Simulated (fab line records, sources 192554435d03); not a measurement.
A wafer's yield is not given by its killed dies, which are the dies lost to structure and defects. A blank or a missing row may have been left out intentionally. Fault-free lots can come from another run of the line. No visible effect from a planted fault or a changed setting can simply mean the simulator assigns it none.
Split-lot study :: flow n5_finfet :: 21 wafers read across 7 lots, on a route 1938 steps long

SPLIT DETAILS
At N5_BEOL_M6_PECVD_70 (deposits SiO2 from TEOS/O2, target thk 20 nm, time 22.7 s), the setting temp_c was moved away from the recipe's 400 C on 8 of the 21 wafers read, by -4.1% to +3.1%. The other wafers ran this setting at the recipe's value.

FROM THE SPLIT TO THE READING: what the file shows between them, 7 steps
- N5_BEOL_M6_COAT_05: resist thk 90 nm (also split here: spin_rpm)
- N5_BEOL_M6_EBR_07
- N5_BEOL_M6_SOFTBAKE_06: time 60 s
- N5_BEOL_M6_EXPOSE_08: exposes mask M6
- N5_BEOL_M6_PEB_09: peb time 60 s
- N5_BEOL_M6_DEVELOP_10: develop time 30 s
- N5_BEOL_M6_STRIP_80: strips in N2/H2, time 10 s

THE READING
SiO2_of_BEOL_M6_PECVD_70.thk_nm (the simulator's own value, which no gauge read), in nm, at N5_BEOL_M6_HM_STRIP_39 (strips TiN in peroxide tin strip, target depth 25 nm, time 158 s). There is no usual value for it anywhere in the file. Across the 13 wafers here that went through the recipe, the average is 19.8 nm and the standard deviation 0.32 nm.

wafer: L078.1
tool, chamber at the split: pecvd-01, 2
temp_c as run, C: 400
against the recipe: recipe
SiO2_of_BEOL_M6_PECVD_70.thk_nm, nm: 19.6
against lot-mates on the recipe: -

wafer: L078.3
tool, chamber at the split: pecvd-01, 0
temp_c as run, C: 412.5
against the recipe: +3.1%
SiO2_of_BEOL_M6_PECVD_70.thk_nm, nm: 18.2
against lot-mates on the recipe: -1.4

wafer: L078.5
tool, chamber at the split: pecvd-01, 0
temp_c as run, C: 412.5
against the recipe: +3.1%
SiO2_of_BEOL_M6_PECVD_70.thk_nm, nm: 18.4
against lot-mates on the recipe: -1.2

wafer: L081.1
tool, chamber at the split: pecvd-04, 0
temp_c as run, C: 386.4
against the recipe: -3.4%
SiO2_of_BEOL_M6_PECVD_70.thk_nm, nm: 21.2
against lot-mates on the recipe: +1.6

wafer: L081.2
tool, chamber at the split: pecvd-04, 1
temp_c as run, C: 400
against the recipe: recipe
SiO2_of_BEOL_M6_PECVD_70.thk_nm, nm: 19.4
against lot-mates on the recipe: -

wafer: L081.5
tool, chamber at the split: pecvd-04, 0
temp_c as run, C: 400
against the recipe: recipe
SiO2_of_BEOL_M6_PECVD_70.thk_nm, nm: 19.8
against lot-mates on the recipe: -

wafer: L088.3
tool, chamber at the split: pecvd-01, 1
temp_c as run, C: 400
against the recipe: recipe
SiO2_of_BEOL_M6_PECVD_70.thk_nm, nm: 19.8
against lot-mates on the recipe: -

wafer: L088.5
tool, chamber at the split: pecvd-01, 0,2
temp_c as run, C: 400
against the recipe: recipe
SiO2_of_BEOL_M6_PECVD_70.thk_nm, nm: 20.2
against lot-mates on the recipe: -

wafer: L088.6
tool, chamber at the split: pecvd-01, 0,2
temp_c as run, C: 400
against the recipe: recipe
SiO2_of_BEOL_M6_PECVD_70.thk_nm, nm: 20.2
against lot-mates on the recipe: -

wafer: L093.3
tool, chamber at the split: pecvd-03, 1
temp_c as run, C: 400
against the recipe: recipe
SiO2_of_BEOL_M6_PECVD_70.thk_nm, nm: 19.8
against lot-mates on the recipe: -

wafer: L093.5
tool, chamber at the split: pecvd-03, 2
temp_c as run, C: 400
against the recipe: recipe
SiO2_of_BEOL_M6_PECVD_70.thk_nm, nm: 20
against lot-mates on the recipe: -

wafer: L093.6
tool, chamber at the split: pecvd-03, 0
temp_c as run, C: 383.5
against the recipe: -4.1%
SiO2_of_BEOL_M6_PECVD_70.thk_nm, nm: 22.2
against lot-mates on the recipe: +2.3

wafer: L094.1
tool, chamber at the split: pecvd-04, 2
temp_c as run, C: 407.6
against the recipe: +1.9%
SiO2_of_BEOL_M6_PECVD_70.thk_nm, nm: 19
against lot-mates on the recipe: -1.4

wafer: L094.2
tool, chamber at the split: pecvd-04, 1
temp_c as run, C: 407.6
against the recipe: +1.9%
SiO2_of_BEOL_M6_PECVD_70.thk_nm, nm: 19.2
against lot-mates on the recipe: -1.2

wafer: L094.6
tool, chamber at the split: pecvd-04, 0
temp_c as run, C: 400
against the recipe: recipe
SiO2_of_BEOL_M6_PECVD_70.thk_nm, nm: 20.4
against lot-mates on the recipe: -

wafer: L096.1
tool, chamber at the split: pecvd-03, 1
temp_c as run, C: 400
against the recipe: recipe
SiO2_of_BEOL_M6_PECVD_70.thk_nm, nm: 19.6
against lot-mates on the recipe: -

wafer: L096.2
tool, chamber at the split: pecvd-03, 2
temp_c as run, C: 400
against the recipe: recipe
SiO2_of_BEOL_M6_PECVD_70.thk_nm, nm: 19.4
against lot-mates on the recipe: -

wafer: L096.6
tool, chamber at the split: pecvd-03, 2
temp_c as run, C: 400
against the recipe: recipe
SiO2_of_BEOL_M6_PECVD_70.thk_nm, nm: 20.2
against lot-mates on the recipe: -

wafer: L097.1
tool, chamber at the split: pecvd-01, 0
temp_c as run, C: 385.8
against the recipe: -3.5%
SiO2_of_BEOL_M6_PECVD_70.thk_nm, nm: 21.6
against lot-mates on the recipe: +2.0

wafer: L097.2
tool, chamber at the split: pecvd-01, 2
temp_c as run, C: 400
against the recipe: recipe
SiO2_of_BEOL_M6_PECVD_70.thk_nm, nm: 19.6
against lot-mates on the recipe: -

wafer: L097.5
tool, chamber at the split: pecvd-01, 2
temp_c as run, C: 385.8
against the recipe: -3.5%
SiO2_of_BEOL_M6_PECVD_70.thk_nm, nm: 22
against lot-mates on the recipe: +2.4
If several chambers appear in one row, that row covers several wafers at once and the file leaves open which wafer was in which chamber.

FIT RESULTS
A straight line over all 21 wafers: SiO2_of_BEOL_M6_PECVD_70.thk_nm changes by -0.503 nm for each +1% of temp_c; r = -0.96; the points scatter about the line by 0.3 nm.
The same after taking each lot's own level away (the mean of its wafers on the recipe; 21 wafers): -0.54 nm for each +1%; r = -0.97; scatter 0.26 nm.
According to that fit, moving temp_c by its largest amount changes the reading by 2.2 nm.
From 19.60 to 20.40 nm: that is the span of the lots' own levels, equal to 2.5 times the standard deviation above.
The two slopes are in agreement: the lot-to-lot level therefore moves the slope only a little.
Check: with one of the wafers moved furthest among these (-4.1%) left out of the fit, the line predicts +2.24 nm for it against its lot-mates. It came out at +2.3 nm against them.

THESE WAFERS: OTHER SPLITS
Before the reading, these wafers also passed through other splits. Each is held against what the fit with the lots' levels taken away leaves over:
other split on the same wafers: N5_BEOL_M2_TRENCH_ETCH_37 source_w
wafers away from the commonest value: 6
r with SiO2_of_BEOL_M6_PECVD_70.thk_nm (lot level and that fit taken away): -0.09

other split on the same wafers: N5_BEOL_M3_EXPOSE_25 dose_mj
wafers away from the commonest value: 6
r with SiO2_of_BEOL_M6_PECVD_70.thk_nm (lot level and that fit taken away): +0.26

other split on the same wafers: N5_BEOL_M3_DESCUM_33 time_s
wafers away from the commonest value: 9
r with SiO2_of_BEOL_M6_PECVD_70.thk_nm (lot level and that fit taken away): -0.13

other split on the same wafers: N5_BEOL_M3_SPUTTER_81 time_s
wafers away from the commonest value: 6
r with SiO2_of_BEOL_M6_PECVD_70.thk_nm (lot level and that fit taken away): -0.16

other split on the same wafers: N5_BEOL_M5_ETCH_68 time_s
wafers away from the commonest value: 7
r with SiO2_of_BEOL_M6_PECVD_70.thk_nm (lot level and that fit taken away): +0.30

other split on the same wafers: N5_BEOL_M5_ETCH_41 source_w
wafers away from the commonest value: 11
r with SiO2_of_BEOL_M6_PECVD_70.thk_nm (lot level and that fit taken away): -0.17

other split on the same wafers: N5_BEOL_M6_COAT_05 spin_rpm
wafers away from the commonest value: 4
r with SiO2_of_BEOL_M6_PECVD_70.thk_nm (lot level and that fit taken away): -0.28

THE WHOLE CHAIN: every reading that the file lists as answering this split, in the file's order
step: N5_BEOL_M6_PECVD_70
what it does: deposits SiO2 from TEOS/O2, target thk 20 nm, time 22.7 s
reading: SiO2_of_BEOL_M6_PECVD_70.thk_nm (the simulator's own value, which no gauge read)
change (the file's fit): -0.522 nm for each +1% of the setting
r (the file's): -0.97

step: N5_BEOL_M6_HM_STRIP_39
what it does: strips TiN in peroxide tin strip, target depth 25 nm, time 158 s
reading: SiO2_of_BEOL_M6_PECVD_70.thk_nm (the simulator's own value, which no gauge read)
change (the file's fit): -0.537 nm for each +1% of the setting
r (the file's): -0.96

FILE'S OWN FIT
SiO2_of_BEOL_M6_PECVD_70.thk_nm changes by -0.537 nm for each +1% of temp_c, r = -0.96.
